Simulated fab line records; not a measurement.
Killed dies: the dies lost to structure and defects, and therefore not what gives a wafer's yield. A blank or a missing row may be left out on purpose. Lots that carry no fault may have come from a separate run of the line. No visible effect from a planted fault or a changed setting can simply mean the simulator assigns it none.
fab line records :: flow nand-harc :: part 2 of 2: steps 24 to 29 of 29
record
  lots=5
  wafers=15
  last-day=33
route steps=1302 shown A_STAIRCASE@647
lots that met no fault: taken from a fault-free run of the same line
start-h: the number of hours between the record's first day and the start of the first shown wafer of the lot :: wait-h: hours elapsed since this lot's preceding step :: " as in the row above :: L1.1+2: a row that stands for several wafers :: - value missing, or start not given :: * or withheld: withheld :: < > ~ a bound
route shown NAME@n: NAME is a module with steps in the file, n the number in the route of the first one :: usual: the fault-free wafers' mean and standard deviation :: same: alike in all rows :: chamber/n: place in a boat :: sites: the reading at each site :: _std_site: how widely they spread, as a standard deviation :: _edge_site: mean of outer sites minus mean of inner sites :: radius-mm: how far each site lies from the wafer's centre :: mask NAME#n: copy n :: behind: the most recent tool/chamber to have shaped the wafer :: hold: why the lot went on hold/how many hours it stayed there/how the hold came to an end :: device: transistor that didn't switch, given as n, p or np :: end of line: the route-end tests of the same wafers :: a step with no rows: only its recipe :: killed: at the first sort, the dies lost to defects and structure; wafer yield is something else :: map: shows each die of a wafer: x if killed, . if not, _ if none is there
set.NAME: the run value of the setting; set.NAME@STEP: its run value at that earlier step :: model.NAME: the simulator's own value behind a step, which no gauge read
lots seen at some steps along the route; tables by step, rows by wafer
services: the hour from which a tool's chamber was out of use, counted from the record's first day as start-h (under 0 if before that day), plus the number of hours and why
## steps
# step NHARC_A_STAIRCASE_TRIM_16
# recipe
  time-s=211.2
  o2-flow-sccm=500
  ar-flow-sccm=0
  bias-w=0
  chemistry=O2
# usual
  drypump-motor-current-A=5.8/0.48
  mfc-ar-sccm=0.005/0.012
  oes-product-au=0.993/0.011
  rf-vpp-V=57.9/0.95
  showerhead-plenum-p-Torr=3.56/0.17
  throttle-valve-pct=17.037/0.0086
lot.wafer: L078.4
tool: rie-diel-04
chamber: 3
start-h: -
wait-h: -
drypump-motor-current-A: 6.3
mfc-ar-sccm: 0
oes-product-au: 0.983
rf-hours-counter-h: 8
rf-vpp-V: 56.3
showerhead-plenum-p-Torr: 3.29
throttle-valve-pct: 17.037

lot.wafer: L078.1
tool: rie-diel-04
chamber: 0
start-h: -
wait-h: -
drypump-motor-current-A: 5.7
mfc-ar-sccm: 0
oes-product-au: 0.998
rf-hours-counter-h: 7
rf-vpp-V: 56.8
showerhead-plenum-p-Torr: 3.45
throttle-valve-pct: 17.037

lot.wafer: L078.3
tool: rie-diel-04
chamber: 1
start-h: -
wait-h: -
drypump-motor-current-A: 5.7
mfc-ar-sccm: 0
oes-product-au: 0.997
rf-hours-counter-h: 9
rf-vpp-V: 56.1
showerhead-plenum-p-Torr: 3.33
throttle-valve-pct: 17.027

lot.wafer: L081.4
tool: rie-diel-06
chamber: 2
start-h: -
wait-h: -
drypump-motor-current-A: 5.3
mfc-ar-sccm: 0
oes-product-au: 0.984
rf-hours-counter-h: 26
rf-vpp-V: 58.5
showerhead-plenum-p-Torr: 3.79
throttle-valve-pct: 17.062

lot.wafer: L081.1
tool: rie-diel-06
chamber: 0
start-h: -
wait-h: -
drypump-motor-current-A: 5.8
mfc-ar-sccm: 0
oes-product-au: 0.984
rf-hours-counter-h: 26
rf-vpp-V: 58.5
showerhead-plenum-p-Torr: 3.63
throttle-valve-pct: 17.041

lot.wafer: L081.5
tool: rie-diel-06
chamber: 2
start-h: -
wait-h: -
drypump-motor-current-A: 5.2
mfc-ar-sccm: 0
oes-product-au: 0.993
rf-hours-counter-h: -
rf-vpp-V: 58.6
showerhead-plenum-p-Torr: 3.79
throttle-valve-pct: 17.046

lot.wafer: L089.2
tool: rie-diel-01
chamber: 3
start-h: -
wait-h: -
drypump-motor-current-A: 5.2
mfc-ar-sccm: 0
oes-product-au: 1.008
rf-hours-counter-h: 34
rf-vpp-V: 57.5
showerhead-plenum-p-Torr: 3.33
throttle-valve-pct: 17.032

lot.wafer: L089.6
tool: rie-diel-01
chamber: 1
start-h: -
wait-h: -
drypump-motor-current-A: 6.4
mfc-ar-sccm: 0.022
oes-product-au: 0.975
rf-hours-counter-h: -
rf-vpp-V: 57.6
showerhead-plenum-p-Torr: 3.60
throttle-valve-pct: 17.022

lot.wafer: L089.5
tool: rie-diel-01
chamber: 2
start-h: -
wait-h: -
drypump-motor-current-A: 5.7
mfc-ar-sccm: 0
oes-product-au: 0.997
rf-hours-counter-h: -
rf-vpp-V: 57.2
showerhead-plenum-p-Torr: 3.38
throttle-valve-pct: 17.028

lot.wafer: L094.4
tool: rie-diel-04
chamber: 3
start-h: -
wait-h: -
drypump-motor-current-A: 6.3
mfc-ar-sccm: 0
oes-product-au: 1.011
rf-hours-counter-h: 4
rf-vpp-V: 57.8
showerhead-plenum-p-Torr: 3.81
throttle-valve-pct: 17.040

lot.wafer: L094.3
tool: rie-diel-04
chamber: 1
start-h: -
wait-h: -
drypump-motor-current-A: 5.7
mfc-ar-sccm: 0
oes-product-au: 0.997
rf-hours-counter-h: 4
rf-vpp-V: 58.2
showerhead-plenum-p-Torr: 3.30
throttle-valve-pct: 17.029

lot.wafer: L094.6
tool: rie-diel-04
chamber: 3
start-h: -
wait-h: -
drypump-motor-current-A: 6.3
mfc-ar-sccm: 0
oes-product-au: 1.014
rf-hours-counter-h: -
rf-vpp-V: 58.8
showerhead-plenum-p-Torr: 3.81
throttle-valve-pct: 17.026

lot.wafer: L096.1
tool: rie-diel-06
chamber: 1
start-h: -
wait-h: -
drypump-motor-current-A: 6.8
mfc-ar-sccm: 0.039
oes-product-au: 0.992
rf-hours-counter-h: 28
rf-vpp-V: 58.0
showerhead-plenum-p-Torr: 3.73
throttle-valve-pct: 17.048

lot.wafer: L096.5
tool: rie-diel-06
chamber: 2
start-h: -
wait-h: -
drypump-motor-current-A: 5.3
mfc-ar-sccm: 0
oes-product-au: 0.994
rf-hours-counter-h: -
rf-vpp-V: 57.6
showerhead-plenum-p-Torr: 3.76
throttle-valve-pct: 17.043

lot.wafer: L096.6
tool: rie-diel-06
chamber: 3
start-h: -
wait-h: -
drypump-motor-current-A: 6.1
mfc-ar-sccm: 0.006
oes-product-au: 1.020
rf-hours-counter-h: -
rf-vpp-V: 55.6
showerhead-plenum-p-Torr: 3.58
throttle-valve-pct: 17.034
# step NHARC_A_STAIRCASE_ETCH_17
# recipe
  target-depth-a=1000
  time-s=40.5
  ion-energy-ev=400
  c4f8-flow-sccm=20
  o2-flow-sccm=10
  ar-flow-sccm=withheld
  rf-w=600
  bias-w=1000
  chemistry=C4F8/O2
# usual
  oes-product-au=0.934/0.011
  rf-vpp-V=897/6.4
lot.wafer: L078.4
tool: rie-diel-04
chamber: 1
start-h: -
wait-h: -
oes-product-au: 0.941
rf-hours-counter-h: 9
rf-vpp-V: 889

lot.wafer: L078.3
tool: rie-diel-04
chamber: 2
start-h: -
wait-h: -
oes-product-au: 0.932
rf-hours-counter-h: 9
rf-vpp-V: 906

lot.wafer: L078.1
tool: rie-diel-04
chamber: 0
start-h: -
wait-h: -
oes-product-au: 0.950
rf-hours-counter-h: 8
rf-vpp-V: 892

lot.wafer: L081.1
tool: rie-diel-06
chamber: 2
start-h: -
wait-h: -
oes-product-au: 0.925
rf-hours-counter-h: 26
rf-vpp-V: 907

lot.wafer: L081.4
tool: rie-diel-06
chamber: 3
start-h: -
wait-h: -
oes-product-au: 0.940
rf-hours-counter-h: 26
rf-vpp-V: 899

lot.wafer: L081.5
tool: rie-diel-06
chamber: 0
start-h: -
wait-h: -
oes-product-au: 0.928
rf-hours-counter-h: -
rf-vpp-V: 899

lot.wafer: L089.2
tool: rie-diel-01
chamber: 3
start-h: -
wait-h: -
oes-product-au: 0.948
rf-hours-counter-h: 34
rf-vpp-V: 888

lot.wafer: L089.6
tool: rie-diel-01
chamber: 0
start-h: -
wait-h: -
oes-product-au: 0.939
rf-hours-counter-h: -
rf-vpp-V: 893

lot.wafer: L089.5
tool: rie-diel-01
chamber: 1
start-h: -
wait-h: -
oes-product-au: 0.921
rf-hours-counter-h: -
rf-vpp-V: 899

lot.wafer: L094.3
tool: rie-diel-04
chamber: 0
start-h: -
wait-h: -
oes-product-au: 0.944
rf-hours-counter-h: 4
rf-vpp-V: 893

lot.wafer: L094.4
tool: rie-diel-04
chamber: 1
start-h: -
wait-h: -
oes-product-au: 0.931
rf-hours-counter-h: 4
rf-vpp-V: 889

lot.wafer: L094.6
tool: rie-diel-04
chamber: 0
start-h: -
wait-h: -
oes-product-au: 0.942
rf-hours-counter-h: -
rf-vpp-V: 892

lot.wafer: L096.1
tool: rie-diel-06
chamber: 1
start-h: -
wait-h: -
oes-product-au: 0.925
rf-hours-counter-h: 28
rf-vpp-V: 904

lot.wafer: L096.5
tool: rie-diel-06
chamber: 3
start-h: -
wait-h: -
oes-product-au: 0.957
rf-hours-counter-h: -
rf-vpp-V: 898

lot.wafer: L096.6
tool: rie-diel-06
chamber: 0
start-h: -
wait-h: -
oes-product-au: 0.941
rf-hours-counter-h: -
rf-vpp-V: 898
# step NHARC_A_STAIRCASE_TRIM_18
# recipe
  time-s=211.2
  o2-flow-sccm=500
  ar-flow-sccm=0
  bias-w=0
  chemistry=O2
# usual
  drypump-motor-current-A=5.8/0.49
  mfc-ar-sccm=0.006/0.013
  oes-product-au=0.994/0.012
  rf-vpp-V=57.9/1
  showerhead-plenum-p-Torr=3.56/0.17
  throttle-valve-pct=17.037/0.0087
lot.wafer: L078.1
tool: rie-diel-04
chamber: 0
start-h: -
wait-h: -
drypump-motor-current-A: 5.7
mfc-ar-sccm: 0
oes-product-au: 1.001
rf-hours-counter-h: 8
rf-vpp-V: 57.8
showerhead-plenum-p-Torr: 3.45
throttle-valve-pct: 17.038

lot.wafer: L078.3
tool: rie-diel-04
chamber: 1
start-h: -
wait-h: -
drypump-motor-current-A: 5.7
mfc-ar-sccm: 0
oes-product-au: 1.008
rf-hours-counter-h: 9
rf-vpp-V: 57.7
showerhead-plenum-p-Torr: 3.33
throttle-valve-pct: 17.046

lot.wafer: L078.4
tool: rie-diel-04
chamber: 3
start-h: -
wait-h: -
drypump-motor-current-A: 6.3
mfc-ar-sccm: 0
oes-product-au: 0.985
rf-hours-counter-h: 8
rf-vpp-V: 57.4
showerhead-plenum-p-Torr: 3.29
throttle-valve-pct: 17.023

lot.wafer: L081.1
tool: rie-diel-06
chamber: 0
start-h: -
wait-h: -
drypump-motor-current-A: 5.8
mfc-ar-sccm: 0
oes-product-au: 0.970
rf-hours-counter-h: 26
rf-vpp-V: 58.3
showerhead-plenum-p-Torr: 3.63
throttle-valve-pct: 17.043

lot.wafer: L081.4
tool: rie-diel-06
chamber: 2
start-h: -
wait-h: -
drypump-motor-current-A: 5.3
mfc-ar-sccm: 0
oes-product-au: 0.984
rf-hours-counter-h: 26
rf-vpp-V: 59.6
showerhead-plenum-p-Torr: 3.79
throttle-valve-pct: 17.029

lot.wafer: L081.5
tool: rie-diel-06
chamber: 0
start-h: -
wait-h: -
drypump-motor-current-A: 5.8
mfc-ar-sccm: 0
oes-product-au: 0.990
rf-hours-counter-h: -
rf-vpp-V: 58.0
showerhead-plenum-p-Torr: 3.63
throttle-valve-pct: 17.030

lot.wafer: L089.2
tool: rie-diel-01
chamber: 3
start-h: -
wait-h: -
drypump-motor-current-A: 5.2
mfc-ar-sccm: 0
oes-product-au: 0.998
rf-hours-counter-h: 34
rf-vpp-V: 57.7
showerhead-plenum-p-Torr: 3.33
throttle-valve-pct: 17.026

lot.wafer: L089.6
tool: rie-diel-01
chamber: 2
start-h: -
wait-h: -
drypump-motor-current-A: 5.7
mfc-ar-sccm: 0
oes-product-au: 0.984
rf-hours-counter-h: -
rf-vpp-V: 57.7
showerhead-plenum-p-Torr: 3.38
throttle-valve-pct: 17.041

lot.wafer: L089.5
tool: rie-diel-01
chamber: 3
start-h: -
wait-h: -
drypump-motor-current-A: 5.2
mfc-ar-sccm: 0
oes-product-au: 1.015
rf-hours-counter-h: -
rf-vpp-V: 57.3
showerhead-plenum-p-Torr: 3.33
throttle-valve-pct: 17.036

lot.wafer: L094.3
tool: rie-diel-04
chamber: 3
start-h: -
wait-h: -
drypump-motor-current-A: 6.2
mfc-ar-sccm: 0
oes-product-au: 1.010
rf-hours-counter-h: 4
rf-vpp-V: 58.8
showerhead-plenum-p-Torr: 3.81
throttle-valve-pct: 17.057

lot.wafer: L094.4
tool: rie-diel-04
chamber: 0
start-h: -
wait-h: -
drypump-motor-current-A: 5.7
mfc-ar-sccm: 0
oes-product-au: 1.006
rf-hours-counter-h: 4
rf-vpp-V: 54.5
showerhead-plenum-p-Torr: 3.43
throttle-valve-pct: 17.028

lot.wafer: L094.6
tool: rie-diel-04
chamber: 1
start-h: -
wait-h: -
drypump-motor-current-A: 5.7
mfc-ar-sccm: 0
oes-product-au: 0.988
rf-hours-counter-h: -
rf-vpp-V: 59.3
showerhead-plenum-p-Torr: 3.30
throttle-valve-pct: 17.038

lot.wafer: L096.1
tool: rie-diel-06
chamber: 2
start-h: -
wait-h: -
drypump-motor-current-A: 5.3
mfc-ar-sccm: 0
oes-product-au: 0.996
rf-hours-counter-h: 29
rf-vpp-V: 57.1
showerhead-plenum-p-Torr: 3.76
throttle-valve-pct: 17.036

lot.wafer: L096.5
tool: rie-diel-06
chamber: 1
start-h: -
wait-h: -
drypump-motor-current-A: 6.8
mfc-ar-sccm: 0.039
oes-product-au: 0.993
rf-hours-counter-h: -
rf-vpp-V: 57.3
showerhead-plenum-p-Torr: 3.73
throttle-valve-pct: 17.044

lot.wafer: L096.6
tool: rie-diel-06
chamber: 2
start-h: -
wait-h: -
drypump-motor-current-A: 5.2
mfc-ar-sccm: 0
oes-product-au: 0.990
rf-hours-counter-h: -
rf-vpp-V: 59.1
showerhead-plenum-p-Torr: 3.76
throttle-valve-pct: 17.022
# step NHARC_A_STAIRCASE_ETCH_19
# recipe
  target-depth-a=1000
  time-s=40.5
  ion-energy-ev=400
  c4f8-flow-sccm=20
  o2-flow-sccm=10
  ar-flow-sccm=withheld
  rf-w=600
  bias-w=1000
  chemistry=C4F8/O2
# usual
  oes-product-au=0.935/0.012
  rf-vpp-V=897/6.3
lot.wafer: L078.4
tool: rie-diel-04
chamber: 0
start-h: -
wait-h: -
oes-product-au: 0.942
rf-hours-counter-h: 8
rf-vpp-V: 893

lot.wafer: L078.3
tool: rie-diel-04
chamber: 1
start-h: -
wait-h: -
oes-product-au: 0.938
rf-hours-counter-h: 9
rf-vpp-V: 887

lot.wafer: L078.1
tool: rie-diel-04
chamber: 3
start-h: -
wait-h: -
oes-product-au: 0.931
rf-hours-counter-h: 8
rf-vpp-V: 887

lot.wafer: L081.4
tool: rie-diel-06
chamber: 3
start-h: -
wait-h: -
oes-product-au: 0.921
rf-hours-counter-h: 26
rf-vpp-V: 898

lot.wafer: L081.1
tool: rie-diel-06
chamber: 1
start-h: -
wait-h: -
oes-product-au: 0.927
rf-hours-counter-h: 26
rf-vpp-V: 905

lot.wafer: L081.5
tool: rie-diel-06
chamber: 2
start-h: -
wait-h: -
oes-product-au: 0.914
rf-hours-counter-h: -
rf-vpp-V: 905

lot.wafer: L089.2
tool: rie-diel-01
chamber: 2
start-h: -
wait-h: -
oes-product-au: 0.941
rf-hours-counter-h: 39
rf-vpp-V: 890

lot.wafer: L089.5
tool: rie-diel-01
chamber: 1
start-h: -
wait-h: -
oes-product-au: 0.922
rf-hours-counter-h: -
rf-vpp-V: 899

lot.wafer: L089.6
tool: rie-diel-01
chamber: 2
start-h: -
wait-h: -
oes-product-au: 0.928
rf-hours-counter-h: -
rf-vpp-V: 891

lot.wafer: L094.4
tool: rie-diel-04
chamber: 2
start-h: -
wait-h: -
oes-product-au: 0.919
rf-hours-counter-h: 4
rf-vpp-V: 905

lot.wafer: L094.3
tool: rie-diel-04
chamber: 0
start-h: -
wait-h: -
oes-product-au: 0.949
rf-hours-counter-h: 4
rf-vpp-V: 893

lot.wafer: L094.6
tool: rie-diel-04
chamber: 2
start-h: -
wait-h: -
oes-product-au: 0.921
rf-hours-counter-h: -
rf-vpp-V: 904

lot.wafer: L096.1
tool: rie-diel-06
chamber: 3
start-h: -
wait-h: -
oes-product-au: 0.956
rf-hours-counter-h: 28
rf-vpp-V: 899

lot.wafer: L096.5
tool: rie-diel-06
chamber: 3
start-h: -
wait-h: -
oes-product-au: 0.967
rf-hours-counter-h: -
rf-vpp-V: 899

lot.wafer: L096.6
tool: rie-diel-06
chamber: 0
start-h: -
wait-h: -
oes-product-au: 0.937
rf-hours-counter-h: -
rf-vpp-V: 899
# step NHARC_A_STAIRCASE_TRIM_20
# recipe
  time-s=211.2
  o2-flow-sccm=500
  ar-flow-sccm=0
  bias-w=0
  chemistry=O2
# usual
  drypump-motor-current-A=5.8/0.54
  mfc-ar-sccm=0.008/0.014
  oes-product-au=0.991/0.012
  rf-vpp-V=57.8/0.89
  showerhead-plenum-p-Torr=3.57/0.17
  throttle-valve-pct=17.036/0.0089
lot.wafer: L078.4
tool: rie-diel-04
chamber: 2
start-h: 398.36
wait-h: 0.1
drypump-motor-current-A: 5.9
mfc-ar-sccm: 0
oes-product-au: 0.989
rf-hours-counter-h: 9
rf-vpp-V: 58.7
showerhead-plenum-p-Torr: 3.80
throttle-valve-pct: 17.033

lot.wafer: L078.1
tool: rie-diel-04
chamber: 3
start-h: 398.36
wait-h: 0.1
drypump-motor-current-A: 6.3
mfc-ar-sccm: 0
oes-product-au: 0.969
rf-hours-counter-h: 8
rf-vpp-V: 57.6
showerhead-plenum-p-Torr: 3.29
throttle-valve-pct: 17.022

lot.wafer: L078.3
tool: rie-diel-04
chamber: 1
start-h: 398.36
wait-h: 0.1
drypump-motor-current-A: 5.7
mfc-ar-sccm: 0
oes-product-au: 0.979
rf-hours-counter-h: 9
rf-vpp-V: 57.7
showerhead-plenum-p-Torr: 3.33
throttle-valve-pct: 17.037

lot.wafer: L081.4
tool: rie-diel-01
chamber: 2
start-h: 411.85
wait-h: 0.1
drypump-motor-current-A: 5.7
mfc-ar-sccm: 0
oes-product-au: 1.010
rf-hours-counter-h: 7
rf-vpp-V: 56.4
showerhead-plenum-p-Torr: 3.40
throttle-valve-pct: 17.021

lot.wafer: L081.1
tool: rie-diel-01
chamber: 3
start-h: 411.85
wait-h: 0.1
drypump-motor-current-A: 5.2
mfc-ar-sccm: 0
oes-product-au: 0.998
rf-hours-counter-h: 6
rf-vpp-V: 57.9
showerhead-plenum-p-Torr: 3.35
throttle-valve-pct: 17.038

lot.wafer: L081.5
tool: rie-diel-01
chamber: 1
start-h: 411.85
wait-h: 0.1
drypump-motor-current-A: 6.4
mfc-ar-sccm: 0.022
oes-product-au: 0.973
rf-hours-counter-h: -
rf-vpp-V: 58.7
showerhead-plenum-p-Torr: 3.62
throttle-valve-pct: 17.030

lot.wafer: L089.2
tool: rie-diel-01
chamber: 2
start-h: 499.88
wait-h: 0.1
drypump-motor-current-A: 5.7
mfc-ar-sccm: 0
oes-product-au: 0.991
rf-hours-counter-h: 39
rf-vpp-V: 58.5
showerhead-plenum-p-Torr: 3.38
throttle-valve-pct: 17.023

lot.wafer: L089.6
tool: rie-diel-01
chamber: 1
start-h: 499.88
wait-h: 0.1
drypump-motor-current-A: 6.4
mfc-ar-sccm: 0.022
oes-product-au: 0.968
rf-hours-counter-h: -
rf-vpp-V: 60.2
showerhead-plenum-p-Torr: 3.60
throttle-valve-pct: 17.044

lot.wafer: L089.5
tool: rie-diel-01
chamber: 2
start-h: 499.88
wait-h: 0.1
drypump-motor-current-A: 5.7
mfc-ar-sccm: 0
oes-product-au: 0.988
rf-hours-counter-h: -
rf-vpp-V: 57.5
showerhead-plenum-p-Torr: 3.38
throttle-valve-pct: 17.049

lot.wafer: L094.3
tool: rie-diel-06
chamber: 0
start-h: 560.74
wait-h: 0.1
drypump-motor-current-A: 5.8
mfc-ar-sccm: 0
oes-product-au: 0.989
rf-hours-counter-h: 23
rf-vpp-V: 58.5
showerhead-plenum-p-Torr: 3.61
throttle-valve-pct: 17.046

lot.wafer: L094.4
tool: rie-diel-06
chamber: 2
start-h: 560.74
wait-h: 0.1
drypump-motor-current-A: 5.3
mfc-ar-sccm: 0
oes-product-au: 0.993
rf-hours-counter-h: 22
rf-vpp-V: 58.5
showerhead-plenum-p-Torr: 3.77
throttle-valve-pct: 17.031

lot.wafer: L094.6
tool: rie-diel-06
chamber: 1
start-h: 560.74
wait-h: 0.1
drypump-motor-current-A: 6.8
mfc-ar-sccm: 0.039
oes-product-au: 0.989
rf-hours-counter-h: -
rf-vpp-V: 58.0
showerhead-plenum-p-Torr: 3.73
throttle-valve-pct: 17.034

lot.wafer: L096.1
tool: rie-diel-04
chamber: 3
start-h: 573.32
wait-h: 0.1
drypump-motor-current-A: 6.2
mfc-ar-sccm: 0
oes-product-au: 1.010
rf-hours-counter-h: 10
rf-vpp-V: 57.8
showerhead-plenum-p-Torr: 3.80
throttle-valve-pct: 17.043

lot.wafer: L096.6
tool: rie-diel-04
chamber: 2
start-h: 573.32
wait-h: 0.1
drypump-motor-current-A: 5.9
mfc-ar-sccm: 0
oes-product-au: 0.979
rf-hours-counter-h: -
rf-vpp-V: 59.0
showerhead-plenum-p-Torr: 3.77
throttle-valve-pct: 17.050

lot.wafer: L096.5
tool: rie-diel-04
chamber: 3
start-h: 573.32
wait-h: 0.1
drypump-motor-current-A: 6.2
mfc-ar-sccm: 0
oes-product-au: 1.014
rf-hours-counter-h: -
rf-vpp-V: 58.3
showerhead-plenum-p-Torr: 3.80
throttle-valve-pct: 17.054
# step NHARC_A_STAIRCASE_ETCH_21
# recipe
  target-depth-a=1000
  time-s=40.5
  ion-energy-ev=400
  c4f8-flow-sccm=20
  o2-flow-sccm=10
  ar-flow-sccm=withheld
  rf-w=600
  bias-w=1000
  chemistry=C4F8/O2
# usual
  oes-product-au=0.945/0.022
  rf-vpp-V=897/6
lot.wafer: L078.4
tool: rie-diel-04
chamber: 2
start-h: -
wait-h: -
oes-product-au: 0.936
rf-hours-counter-h: 9
rf-vpp-V: 905

lot.wafer: L078.3
tool: rie-diel-04
chamber: 0
start-h: -
wait-h: -
oes-product-au: 0.936
rf-hours-counter-h: 8
rf-vpp-V: 893

lot.wafer: L078.1
tool: rie-diel-04
chamber: 1
start-h: -
wait-h: -
oes-product-au: 0.940
rf-hours-counter-h: 9
rf-vpp-V: 890

lot.wafer: L081.4
tool: rie-diel-01
chamber: 2
start-h: -
wait-h: -
oes-product-au: 0.976
rf-hours-counter-h: 7
rf-vpp-V: 891

lot.wafer: L081.1
tool: rie-diel-01
chamber: 0
start-h: -
wait-h: -
oes-product-au: 0.956
rf-hours-counter-h: 9
rf-vpp-V: 895

lot.wafer: L081.5
tool: rie-diel-01
chamber: 3
start-h: -
wait-h: -
oes-product-au: 0.977
rf-hours-counter-h: -
rf-vpp-V: 889

lot.wafer: L089.2
tool: rie-diel-01
chamber: 1
start-h: -
wait-h: -
oes-product-au: 0.922
rf-hours-counter-h: 41
rf-vpp-V: 899

lot.wafer: L089.5
tool: rie-diel-01
chamber: 0
start-h: -
wait-h: -
oes-product-au: 0.934
rf-hours-counter-h: -
rf-vpp-V: 893

lot.wafer: L089.6
tool: rie-diel-01
chamber: 1
start-h: -
wait-h: -
oes-product-au: 0.919
rf-hours-counter-h: -
rf-vpp-V: 899

lot.wafer: L094.3
tool: rie-diel-06
chamber: 0
start-h: -
wait-h: -
oes-product-au: 0.952
rf-hours-counter-h: 23
rf-vpp-V: 899

lot.wafer: L094.4
tool: rie-diel-06
chamber: 1
start-h: -
wait-h: -
oes-product-au: 0.961
rf-hours-counter-h: 22
rf-vpp-V: 903

lot.wafer: L094.6
tool: rie-diel-06
chamber: 3
start-h: -
wait-h: -
oes-product-au: 0.994
rf-hours-counter-h: -
rf-vpp-V: 898

lot.wafer: L096.1
tool: rie-diel-04
chamber: 0
start-h: -
wait-h: -
oes-product-au: 0.990
rf-hours-counter-h: 9
rf-vpp-V: 893

lot.wafer: L096.5
tool: rie-diel-04
chamber: 3
start-h: -
wait-h: -
oes-product-au: 0.979
rf-hours-counter-h: -
rf-vpp-V: 905

lot.wafer: L096.6
tool: rie-diel-04
chamber: 0
start-h: -
wait-h: -
oes-product-au: 0.978
rf-hours-counter-h: -
rf-vpp-V: 892
## services
tool: rie-diel-01
chamber: -
start-h: 381.16
hours: 9.0
kind: pm

tool: rie-diel-06
chamber: 0
start-h: 390.70
hours: -
kind: clean

tool: rie-diel-06
chamber: 1
start-h: 390.70
hours: -
kind: clean

tool: rie-diel-06
chamber: 2
start-h: 390.70
hours: -
kind: clean

tool: rie-diel-06
chamber: 3
start-h: 390.70
hours: -
kind: clean

tool: litho-track-02
chamber: -
start-h: 402.00
hours: 7.0
kind: pm

tool: wet-bench-02
chamber: -
start-h: 420.00
hours: 8.0
kind: pm

tool: litho-track-07
chamber: -
start-h: 426.00
hours: 7.0
kind: pm

tool: plasma-asher-02
chamber: -
start-h: 426.00
hours: 9.0
kind: pm

tool: rie-diel-04
chamber: 3
start-h: 427.19
hours: 12.8
kind: repair

tool: litho-track-03
chamber: -
start-h: 450.00
hours: 7.0
kind: pm

tool: krf-scanner-04
chamber: -
start-h: 459.81
hours: 0.4
kind: repair

tool: plasma-asher-02
chamber: -
start-h: 483.57
hours: 1.7
kind: repair

tool: krf-scanner-01
chamber: -
start-h: 484.03
hours: 4.0
kind: pm

tool: rie-diel-06
chamber: -
start-h: 484.32
hours: 9.0
kind: pm

tool: rie-diel-04
chamber: 2
start-h: 498.99
hours: 9.0
kind: repair

tool: krf-scanner-01
chamber: -
start-h: 509.41
hours: 0.7
kind: repair

tool: wet-bench-02
chamber: -
start-h: 509.61
hours: 2.3
kind: repair

tool: plasma-asher-01
chamber: -
start-h: 519.78
hours: 9.0
kind: pm

tool: krf-scanner-04
chamber: -
start-h: 526.00
hours: 4.0
kind: pm

tool: krf-scanner-01
chamber: -
start-h: 528.70
hours: 0.7
kind: repair

tool: rie-diel-04
chamber: -
start-h: 533.69
hours: 9.0
kind: pm

tool: wet-bench-06
chamber: -
start-h: 545.60
hours: 8.0
kind: pm

tool: rie-diel-01
chamber: -
start-h: 558.16
hours: 9.0
kind: pm
